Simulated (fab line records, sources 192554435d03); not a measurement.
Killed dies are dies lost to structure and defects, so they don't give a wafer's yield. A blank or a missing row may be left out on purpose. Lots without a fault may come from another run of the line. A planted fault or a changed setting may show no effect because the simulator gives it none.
fab line records | flow n5_finfet
record lots=9 wafers=27 last_day=18
route steps=1938 shown BEOL_M4@1062 PASSIVATION@1936
lots that met no fault: from a run of the same line without faults
start_h: hours from the record's first day to the start of the lot's first wafer shown | wait_h: hours since the lot's step before | " the same as in the row above | L1.1+2: a row that stands for several wafers | - no value, or no start given | * or withheld: withheld | < > ~ a bound
route shown NAME@n: a module of which the file shows steps, and the number in the route of the first | usual: mean/standard deviation of fault-free wafers | same: alike in all rows | chamber/n: place in a boat | sites: the reading at each site | _std_site: their standard deviation | _edge_site: outer sites' mean less inner sites' | radius_mm: how far each site lies from the wafer's centre | mask NAME#n: copy n | behind: the tool/chamber that last shaped the wafer | hold: why the lot was held/for how many hours/how that ended | device: the transistor (n, p or np) that didn't switch | end of line: the same wafers' tests at the end of the route | a step without rows: its recipe alone | killed: dies lost to structure and defects at the first sort, not the wafer's yield | map: a wafer's dies, x killed, . not, _ none there
set.NAME: the setting as run; set.NAME@STEP: as run at that earlier step | model.NAME: the simulator's own value behind a step, which no gauge read
steps of the route over a sample of lots; a table a step, a row a wafer
services: from which hour (start_h, from the record's first day; less than 0 if before it) a tool's chamber was out of use, for how many hours, and why
## steps
# step N5_BEOL_M4_ALD_98
# recipe material=SiO2 target_thk_a=25 temp_c=100 ald_precursor_family=BDEAS ald_co_reactant=O2-plasma pulse_time_s=1 co_reactant_pulse_time_s=1 purge_time_s=2 co_reactant_purge_time_s=2 ald_cycles=17 pressure_torr=2
# usual heater_power_w=78/8.1 precursor_pulse_height_rel=0.999/0.019
# columns lot.wafer tool chamber start_h wait_h heater_power_w precursor_pulse_height_rel
L638.3 ald_sin-03 1 159.44 0.1 77 1.011
L638.4 " 2 " " 83 1.007
L638.6 " 0 " " 75 0.982
L639.2 ald_sin-01 1 166.31 0.3 78 0.992
L639.4 " 2 " " 73 0.982
L639.5 " 2 " " 74 0.987
L640.1 ald_sin-03 0 171.71 0.1 78 0.978
L640.4 " 2 " " 80 1.018
L640.6 " 0 " " 77 1.020
L642.1 ald_sin-02 3 172.42 0.1 85 1.022
L642.4 " 2 " " 78 1.022
L642.6 " 0 " " 89 0.995
L641.1 ald_sin-01 0 174.85 0.1 62 0.998
L641.3 " 3 " " 88 0.980
L641.4 " 1 " " 79 1.018
L649.2 ald_sin-02 0 252.54 0.1 90 1.009
L649.3 " 2 " " 77 1.025
L649.6 " 2 " " 77 0.989
L655.1 ald_sin-01 2 274.90 0.6 73 1.011
L655.2 " 0 " " 60 0.981
L655.3 " 1 " " 76 1.004
L656.4 ald_sin-01 2 275.22 0.1 72 0.999
L656.5 " 2 " " 74 0.993
L656.6 " 3 " " 90 0.993
L661.1 ald_sin-03 0 310.88 0.1 76 0.972
L661.2 " 3 " " 83 0.984
L661.5 " 3 " " 82 1.002
# step N5_BEOL_M4_VIA_ETCH_34
# recipe chemistry=C4F6/O2 target_depth_a=694 mask_material=SOC pressure_mtorr=15 ion_energy_ev=250 taper_deg=4 time_s=65.9 source_w=350 bias_w=170 Ar_flow_sccm=300 C4F6_flow_sccm=10 O2_flow_sccm=10
# usual O2_flow_sccm=10.002/0.029 drypump_motor_current_A=5.5/0.44 oes_ar_750_au=0.80/0.088 oes_f_703_au=0.80/0.087 oes_product_au=0.80/0.093 rf_vpp_V=665/5.3 showerhead_plenum_p_Torr=2.84/0.13 throttle_valve_pct=30.83/0.23
# same time_s=65.9
# columns lot.wafer tool chamber start_h wait_h O2_flow_sccm drypump_motor_current_A oes_ar_750_au oes_f_703_au oes_product_au rf_hours_counter_h rf_vpp_V showerhead_plenum_p_Torr throttle_valve_pct
L638.3 rie_diel-06 3 163.14 0.0 10.020 6.3 0.90 0.88 0.90 28 672 2.79 30.65
L638.4 " 0 " " 9.990 5.6 0.83 0.83 0.83 - 668 3.00 30.73
L638.6 " 2 " " 10.022 5.9 0.70 0.70 0.69 - 665 2.83 31.03
L639.2 rie_diel-06 3 166.60 0.0 9.991 6.3 0.90 0.89 0.91 29 672 2.79 30.64
L639.4 " 0 " " 10.044 5.6 0.82 0.83 0.83 - 670 3.00 30.71
L639.5 " 2 " " 9.933 5.9 0.70 0.70 0.69 - 666 2.83 31.02
L640.1 rie_diel-01 3 172.07 0.0 9.989 5.6 0.95 0.94 0.95 4 664 2.91 30.80
L640.4 " 0 " " 10.003 5.0 0.70 0.71 0.69 225 662 2.69 30.67
L640.6 " 3 " " 10.004 5.6 0.94 0.93 0.95 - 666 2.91 30.78
L642.1 rie_diel-06 3 172.74 0.0 9.982 6.3 0.90 0.88 0.92 31 673 2.79 30.64
L642.4 " 2 " " 9.981 5.9 0.70 0.70 0.69 207 666 2.83 31.05
L642.6 " 2 " " 9.971 5.9 0.70 0.70 0.69 - 665 2.83 31.03
L641.1 rie_diel-02 1 181.05 0.0 9.980 5.4 0.80 0.80 0.80 94 666 2.98 31.02
L641.3 " 3 " " 9.982 5.7 0.74 0.75 0.73 - 664 2.82 30.41
L641.4 " 1 " " 9.970 5.4 0.81 0.81 0.80 - 666 2.98 30.99
L649.2 rie_diel-01 1 257.64 0.0 10.017 5.3 0.75 0.74 0.75 159 658 2.73 30.96
L649.3 " 0 " " 9.993 5.0 1.02 1.03 1.02 0 674 3.02 30.40
L649.6 " 3 " " 10.047 5.6 0.87 0.86 0.86 - 665 2.90 30.83
L655.1 rie_diel-06 2 279.35 0.0 10.028 6.0 0.68 0.68 0.68 242 665 2.81 31.07
L655.2 " 3 " " 9.995 6.3 0.84 0.83 0.86 69 671 2.77 30.68
L655.3 " 0 " " 9.988 5.6 0.79 0.78 0.80 104 667 2.98 30.75
L656.4 rie_diel-01 2 282.05 0.0 10.012 4.9 0.71 0.71 0.71 217 656 2.60 31.05
L656.5 " 0 " " 10.043 5.0 0.96 0.97 0.97 - 674 3.01 30.39
L656.6 " 3 " " 10.025 5.6 0.85 0.85 0.85 - 664 2.90 30.85
L661.1 rie_diel-01 3 318.33 0.0 10.022 5.6 0.84 0.83 0.84 56 665 2.89 30.84
L661.2 " 0 " " 10.030 5.0 0.93 0.94 0.93 21 672 3.01 30.42
L661.5 " 1 " " 9.955 5.3 0.74 0.73 0.73 - 659 2.72 31.00
# step N5_BEOL_M4_CVD_47
# recipe material=Co target_thk_a=30 temp_c=withheld precursor=CCTBA/H2 pressure_torr=30 time_s=223.8
# usual run_length_s=247.0/0.46
# columns lot.wafer tool chamber start_h wait_h run_length_s
L638.3 cvd_co-01 1 164.35 0.0 247.2
L638.4 " 2 " " 247.3
L638.6 " 1 " " 246.8
L639.2 cvd_co-02 0 167.88 0.1 247.2
L639.4 " 2 " " 247.0
L639.5 " 0 " " 247.9
L640.1 cvd_co-01 1 173.04 0.0 246.9
L640.4 " 1 " " 247.1
L640.6 " 0 " " 246.7
L642.1 cvd_co-01 1 174.19 0.3 247.1
L642.4 " 1 " " 247.2
L642.6 " 2 " " 247.3
L641.1 cvd_co-01 2 182.27 0.1 247.3
L641.3 " 1 " " 247.3
L641.4 " 1 " " 246.9
L649.2 cvd_co-01 0 258.99 0.1 247.2
L649.3 " 2 " " 345.1
L649.6 " 0 " " 246.8
L655.1 cvd_co-02 0 280.84 0.3 247.4
L655.2 " 2 " " 246.7
L655.3 " 1 " " 245.8
L656.4 cvd_co-02 2 283.62 0.1 246.6
L656.5 " 0 " " 247.3
L656.6 " 1 " " 246.0
L661.1 cvd_co-02 1 319.47 0.0 246.2
L661.2 " 0 " " 247.7
L661.5 " 0 " " 248.2
# step N5_BEOL_M4_ANNEAL_82
# recipe temp_c=400 time_s=240 ambient=vacuum
# usual heater_power_w=849/79
# same time_s=240
# columns lot.wafer tool chamber start_h wait_h heater_power_w
L638.3 pvd_sputter-03 - 165.10 0.0 850
L638.4 " - " " 758
L638.6 " - " " 824
L639.2 pvd_sputter-03 - 168.66 0.0 819
L639.4 " - " " 757
L639.5 " - " " 800
L640.1 pvd_sputter-02 - 173.78 0.0 931
L640.4 " - " " 865
L640.6 " - " " 930
L642.1 pvd_sputter-03 - 175.00 0.0 838
L642.4 " - " " 745
L642.6 " - " " 831
L641.1 pvd_sputter-02 - 184.57 0.0 811
L641.3 " - " " 1025
L641.4 " - " " 915
L649.2 pvd_sputter-01 - 260.15 0.0 753
L649.3 " - " " 786
L649.6 " - " " 763
L655.1 pvd_sputter-02 - 282.64 0.0 949
L655.2 " - " " 865
L655.3 " - " " 812
L656.4 pvd_sputter-01 - 284.27 0.0 804
L656.5 " - " " 773
L656.6 " - " " 874
L661.1 pvd_sputter-01 - 320.22 0.0 819
L661.2 " - " " 755
L661.5 " - " " 875
# step N5_BEOL_M4_RC_MEAS_101
# usual DIBL_N=36.4/1.5 DIBL_P=35.8/1.7 IOFF_N=0.154/0.022 IOFF_P=0.21/0.031 ION_N=672/8.8 ION_P=462/7.2 SS_N=71.5/0.53 SS_P=73.2/0.62 VT_N=250.4/2.5 VT_P=-250/3.5
# columns lot.wafer tool chamber start_h wait_h DIBL_N[mV/V] DIBL_P[mV/V] IOFF_N[nA/um] IOFF_P[nA/um] ION_N[uA/um] ION_P[uA/um] SS_N[mV/dec] SS_P[mV/dec] VT_N[mV] VT_P[mV]
L638.3 prober-02 0 167.78 0.3 34.1 33.9 0.133 0.19 656 460 71.0 72.6 250.9 -253
L638.4 " 0 " " 34.6 33.9 0.134 0.19 662 461 71.0 72.5 250.6 -251
L638.6 " 0 " " 33.9 33.5 0.132 0.19 662 458 71.2 71.9 251.0 -251
L639.2 prober-01 0 171.15 0.2 37.2 36.9 0.157 0.24 676 464 71.4 73.3 248.2 -248
L639.4 " 0 " " 38.6 38.1 0.177 0.26 668 462 71.9 73.2 253.6 -247
L639.5 " 0 " " 37.5 36.5 0.162 0.23 657 459 71.5 73.3 249.9 -248
L640.1 prober-02 0 176.15 0.0 39.1 37.5 0.180 0.20 663 450 72.1 74.1 247.2 -253
L640.4 " 0 " " 37.0 35.0 0.145 0.17 666 451 71.4 73.2 251.9 -254
L640.6 " 0 " " 38.7 37.1 0.173 0.19 667 459 71.7 73.4 249.3 -253
L642.1 prober-01 0 177.42 0.0 37.4 38.2 0.182 0.22 675 460 72.1 73.6 249.3 -251
L642.4 " 0 " " 35.8 36.6 0.152 0.19 682 459 71.3 73.2 250.6 -253
L642.6 " 0 " " 36.6 37.7 0.165 0.20 667 455 71.5 73.8 246.8 -253
L641.1 prober-02 0 186.91 0.0 37.5 37.0 0.171 0.19 671 453 71.6 73.5 251.9 -253
L641.3 " 0 " " 35.3 35.4 0.139 0.17 667 457 71.5 72.9 252.9 -256
L641.4 " 0 " " 36.6 36.1 0.158 0.17 682 453 71.3 73.1 249.6 -255
L649.2 prober-01 0 262.73 0.2 38.0 35.9 0.161 0.21 670 460 72.0 73.3 250.8 -250
L649.3 " 0 " " 37.0 35.4 0.153 0.20 677 460 70.9 72.7 248.7 -251
L649.6 " 0 " " 37.2 35.6 0.164 0.21 663 459 71.4 73.5 251.8 -250
L655.1 prober-02 0 285.00 0.0 35.7 34.0 0.140 0.22 665 466 71.0 72.2 254.9 -248
L655.2 " 0 " " 35.2 35.1 0.140 0.23 661 467 71.2 72.9 252.9 -247
L655.3 " 0 " " 36.8 36.5 0.166 0.26 679 473 71.3 73.4 251.1 -244
L656.4 prober-01 0 287.26 0.5 35.4 35.9 0.148 0.21 682 465 70.6 73.6 249.6 -249
L656.5 " 0 " " 38.2 39.0 0.212 0.28 695 480 71.5 73.9 244.6 -244
L656.6 " 0 " " 38.8 39.3 0.219 0.29 686 467 71.9 73.8 246.8 -241
L661.1 prober-02 0 322.60 0.0 36.9 35.3 0.148 0.20 680 458 70.7 72.9 251.6 -250
L661.2 " 0 " " 37.7 36.1 0.170 0.21 679 459 72.0 73.4 249.5 -251
L661.5 " 0 " " 37.4 35.3 0.148 0.19 672 461 71.9 72.2 249.1 -251
# step N5_PASSIVATION_PROBE_49
# usual defect_limited_yield=91.5/1.4 killed_at_M0_to_M3=32/9.8 killed_at_M4_up=13/5.3 killed_at_contacts=13/6.4 killed_at_front_end=39/10 killed_at_other=3.1/2.5 killed_dies=100/17 killed_open=65/13 killed_short=33/7.7 sort_bin_5_function=5.0/0.93 sort_bin_6_memory=3.2/0.69 sort_n_pass=1080/17 sort_yield_pct=91.5/1.4
# same gross_dies=1180 killed_at_back_side=0 sort_bin_4_leakage[%]=0 sort_bin_8_speed[%]=0
# columns lot.wafer tool chamber start_h wait_h defect_limited_yield[%] killed_at_M0_to_M3 killed_at_M4_up killed_at_contacts killed_at_front_end killed_at_other killed_dies killed_open killed_short sort_bin_5_function[%] sort_bin_6_memory[%] sort_n_pass sort_yield_pct[%]
L649.2 prober-02 - 371.29 0.1 89.7 39 10 25 36 11 121 75 44 5.8 4.3 1059 89.7
L649.3 prober-02 - 371.34 0.1 91.4 30 10 16 39 7 102 67 28 4.9 3.1 1078 91.4
L649.6 prober-02 - 371.49 0.3 90.5 42 12 21 33 4 112 75 34 5.5 3.6 1068 90.5
# killed by level:class
L649.2 MOL_CONTACT_COAG:geometric_particle:open=23 BEOL_M0_SAQP:geometric_particle:short=14 BEOL_M0_SAQP:geometric_particle:open=11 FIN_SAQP:geometric_particle:short=4 FIN_SAQP:geometric_particle:open=4 GATE_CUT:geometric_particle:short=4 STARTING-WAFER:geometric_particle:open=4 STI_FIN_REVEAL:geometric_particle:open=3
L649.3 MOL_CONTACT_COAG:geometric_particle:open=11 BEOL_M2:geometric_particle:open=8 FIN_SAQP:geometric_particle:open=6 BEOL_M0_SAQP:geometric_particle:short=6 BEOL_M1:geometric_particle:open=6 FIN_SAQP:geometric_particle:short=5 STI_FIN_REVEAL:geometric_particle:open=5 DUMMY_GATE:geometric_particle:open=5
L649.6 MOL_CONTACT_COAG:geometric_particle:open=16 BEOL_M0_SAQP:geometric_particle:short=10 BEOL_M1:geometric_particle:open=9 BEOL_M2:geometric_particle:open=9 FIN_SAQP:geometric_particle:short=7 FIN_SAQP:geometric_particle:open=7 STI_FIN_REVEAL:geometric_particle:open=5 MOL_CONTACT_COAG:geometric_particle:short=5
## services
# columns tool chamber start_h hours kind
ald_sin-01 1 145.65 7.3 repair
rie_diel-06 1 152.17 - clean
rie_diel-06 1 152.17 - consumable_replace:focus_ring
rie_diel-06 1 152.17 - consumable_replace:showerhead
rie_diel-06 1 152.17 15.1 scheduled_down
rie_diel-02 2 170.33 32.7 repair
ald_sin-01 - 178.16 14.0 pm
cvd_co-01 - 178.50 1.1 repair
rie_diel-01 1 192.44 4.1 repair
pvd_sputter-01 - 194.82 4.9 repair
ald_sin-02 - 194.93 14.6 pm
cvd_co-01 - 233.89 1.6 repair
cvd_co-01 1 235.94 3.0 repair
cvd_co-02 - 239.66 6.9 pm
rie_diel-06 0 243.05 2.5 repair
ald_sin-02 - 248.50 2.8 pm
ald_sin-02 3 255.52 6.9 repair
rie_diel-02 0 263.26 1.9 repair
ald_sin-03 3 265.78 6.5 repair
ald_sin-02 2 277.39 4.2 repair
rie_diel-06 1 298.54 10.2 repair
cvd_co-01 0 312.28 8.3 repair
ald_sin-03 2 317.32 12.5 repair
ald_sin-03 3 319.30 8.9 repair
## key
first_sign step=N5_BEOL_M4_CVD_47 reading=run_length_s direction=up sigmas=99+ usual=* struck=*
effect none on later readings
met_at N5_BEOL_M4_CVD_47
struck_lots L649
struck_wafers L649.3
not_acting_at N5_BEOL_M4_ALD_98,N5_BEOL_M4_VIA_ETCH_34,N5_BEOL_M4_ANNEAL_82
onset_between 182.27 258.99
fault kind=process_parameter_drift tool=cvd_co-01 chamber=- onset_h=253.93 steps=N5_BEOL_M4_CVD_47 channel=time_s offset=* shape=step end_h=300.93 scope=struck_wafers_only acts_in=* stated=*
